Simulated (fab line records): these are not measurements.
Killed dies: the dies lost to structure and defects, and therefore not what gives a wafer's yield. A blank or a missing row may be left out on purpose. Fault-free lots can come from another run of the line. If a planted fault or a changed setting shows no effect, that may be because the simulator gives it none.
What tool caused it? + flow nand-harc + 14 lots with 42 wafers sampled at 3 steps, on a route of 1159 steps

== WHAT THE GAUGES READ, wafer by wafer ==
NHARC_P_M1_CD_MEAS_09 targets a cd of 130 nm.
| lot  | measured     | on        | cd-nm (nm)        |
|------|--------------|-----------|-------------------|
| L375 | day 6 10:16  | cd-sem-01 | 129.8 130.3 130.7 |
| L376 | day 6 23:09  | cd-sem-03 | 130.7 130.5 131.5 |
| L377 | day 7 10:04  | cd-sem-01 | 129.5 128.9 129.2 |
| L380 | day 7 20:13  | cd-sem-03 | 130.1 130.3 130.1 |
| L379 | day 7 20:53  | cd-sem-02 | 129.2 130.9 130.7 |
| L382 | day 8 14:17  | cd-sem-02 | 129.3 130.1 129.3 |
| L386 | day 9 12:22  | cd-sem-03 | - - -             |
| L385 | day 9 12:53  | cd-sem-02 | - - -             |
| L390 | day 10 13:57 | cd-sem-02 | 130.0 131.2 130.6 |
| L391 | day 10 15:35 | cd-sem-01 | 129.9 131.6 129.7 |
| L392 | day 11 03:50 | cd-sem-01 | 130.4 129.8 129.6 |
| L393 | day 11 08:19 | cd-sem-02 | 130.7 130.0 130.7 |
| L394 | day 11 08:59 | cd-sem-03 | 130.5 131.2 131.2 |
| L395 | day 12 08:13 | cd-sem-03 | 129.2 129.7 131.0 |

== WHAT TOOL EACH LOT RAN ON (gives the tool, then ch and the chambers of the sampled wafers, and finally the start) ==
| lot  | NHARC_P_M0_PRE_CLEAN_29                 | NHARC_P_M1_EXPOSE_06               |
|------|-----------------------------------------|------------------------------------|
| L375 | pvd-sputter-03, day 6 10:07 or earlier  | arfi-scanner-03 ch 0, day 6 10:07  |
| L376 | pvd-sputter-01, day 6 23:01 or earlier  | arfi-scanner-01 ch 0, day 6 23:01  |
| L377 | pvd-sputter-01, day 7 09:56 or earlier  | arfi-scanner-01 ch 0, day 7 09:56  |
| L380 | pvd-sputter-03, day 7 20:04 or earlier  | arfi-scanner-02 ch 0, day 7 20:04  |
| L379 | pvd-sputter-03, day 7 20:44 or earlier  | arfi-scanner-03 ch 0, day 7 20:44  |
| L382 | pvd-sputter-02, day 8 14:09 or earlier  | arfi-scanner-02 ch 0, day 8 14:09  |
| L386 | pvd-sputter-01, day 9 12:14 or earlier  | arfi-scanner-02, day 9 12:14       |
| L385 | pvd-sputter-02, day 9 12:46 or earlier  | arfi-scanner-02, day 9 12:46       |
| L390 | pvd-sputter-03, day 10 13:49 or earlier | arfi-scanner-02 ch 0, day 10 13:49 |
| L391 | pvd-sputter-01, day 10 15:26 or earlier | arfi-scanner-03 ch 0, day 10 15:26 |
| L392 | pvd-sputter-03, day 11 03:41 or earlier | arfi-scanner-02 ch 0, day 11 03:41 |
| L393 | pvd-sputter-01, day 11 08:10 or earlier | arfi-scanner-03 ch 0, day 11 08:10 |
| L394 | pvd-sputter-03, day 11 08:51 or earlier | arfi-scanner-02 ch 0, day 11 08:51 |
| L395 | pvd-sputter-03, day 12 08:05 or earlier | arfi-scanner-03 ch 0, day 12 08:05 |
- NHARC_P_M0_PRE_CLEAN_29: time 30 s.
- NHARC_P_M1_EXPOSE_06: exposes mask P M1, target cd 130 nm.

== AS READ BY THE TOOLS THEMSELVES (means over the sampled wafers that have a number; for cases with no such wafer, the mark the record gives instead) ==
NHARC_P_M0_PRE_CLEAN_29.
| lot  | tool           | heater-power-w (W) |
|------|----------------|--------------------|
| L375 | pvd-sputter-03 | 376                |
| L376 | pvd-sputter-01 | 410                |
| L377 | pvd-sputter-01 | 428                |
| L380 | pvd-sputter-03 | 371                |
| L379 | pvd-sputter-03 | 387                |
| L382 | pvd-sputter-02 | 400                |
| L386 | pvd-sputter-01 | 419                |
| L385 | pvd-sputter-02 | 401                |
| L390 | pvd-sputter-03 | 368                |
| L391 | pvd-sputter-01 | 434                |
| L392 | pvd-sputter-03 | 387                |
| L393 | pvd-sputter-01 | 405                |
| L394 | pvd-sputter-03 | 378                |
| L395 | pvd-sputter-03 | 386                |

NHARC_P_M1_EXPOSE_06.
| lot  | tool            | exposure-dose-mJ-cm2 | focus-offset-nm (nm) |
|------|-----------------|----------------------|----------------------|
| L375 | arfi-scanner-03 | 81.82                | 0.2                  |
| L376 | arfi-scanner-01 | 81.95                | -0.2                 |
| L377 | arfi-scanner-01 | 81.76                | 0.7                  |
| L380 | arfi-scanner-02 | 81.85                | 0.4                  |
| L379 | arfi-scanner-03 | 81.77                | -0.1                 |
| L382 | arfi-scanner-02 | 81.85                | -0.3                 |
| L386 | arfi-scanner-02 | -                    | -                    |
| L385 | arfi-scanner-02 | -                    | -                    |
| L390 | arfi-scanner-02 | 81.88                | 0.9                  |
| L391 | arfi-scanner-03 | 81.78                | 0.1                  |
| L392 | arfi-scanner-02 | 81.97                | -0.2                 |
| L393 | arfi-scanner-03 | 81.77                | 0.4                  |
| L394 | arfi-scanner-02 | 81.88                | 0.8                  |
| L395 | arfi-scanner-03 | 81.73                | -0.2                 |

== THE ANSWER, worked out from the rows above alone ==
Rule: usual is defined by the lots themselves. Put in order of their means at a reading, lots are off if they are a third of the lots or fewer, leave a main group of 4 or more, and stand apart from it by a gap of 3 or more times the standard deviation of the main group's means; of several such gaps the widest counts. Not used: any main group whose means are identical at the precision the tables above print for the reading. A lot without any number at a reading at which 4 lots or more have one is off too. Where the step has rows for the other lots, those lots are counted as sound. After the gauges, taken in route order, come the tools' own readings; for these a lot's mean is taken, as printed above. The first step at which some lot is off is used, and at that step the reading that is off furthest; a lot without a number counts as furthest.
Off: L386, L385, at NHARC_P_M1_CD_MEAS_09 (cd-nm). Without a number there: L386, L385. The main group has a mean of 130.2 nm with a standard deviation of 0.49.
A tool fits if, at a process step before that reading, it ran every lot that is off, and no sound lot after the first of them. The gauges at NHARC_P_M1_CD_MEAS_09 aren't tried: what is off there is off at NHARC_P_M1_EXPOSE_06 too, on other tools, and a gauge's error can't cause that. Because NHARC_P_M0_PRE_CLEAN_29 lacks a start for some lots, the hours and order of its lots are taken from NHARC_P_M1_EXPOSE_06. Not one of the candidates tried fits.

== WHAT HAD BEEN PUT IN BY THE SIMULATOR ==
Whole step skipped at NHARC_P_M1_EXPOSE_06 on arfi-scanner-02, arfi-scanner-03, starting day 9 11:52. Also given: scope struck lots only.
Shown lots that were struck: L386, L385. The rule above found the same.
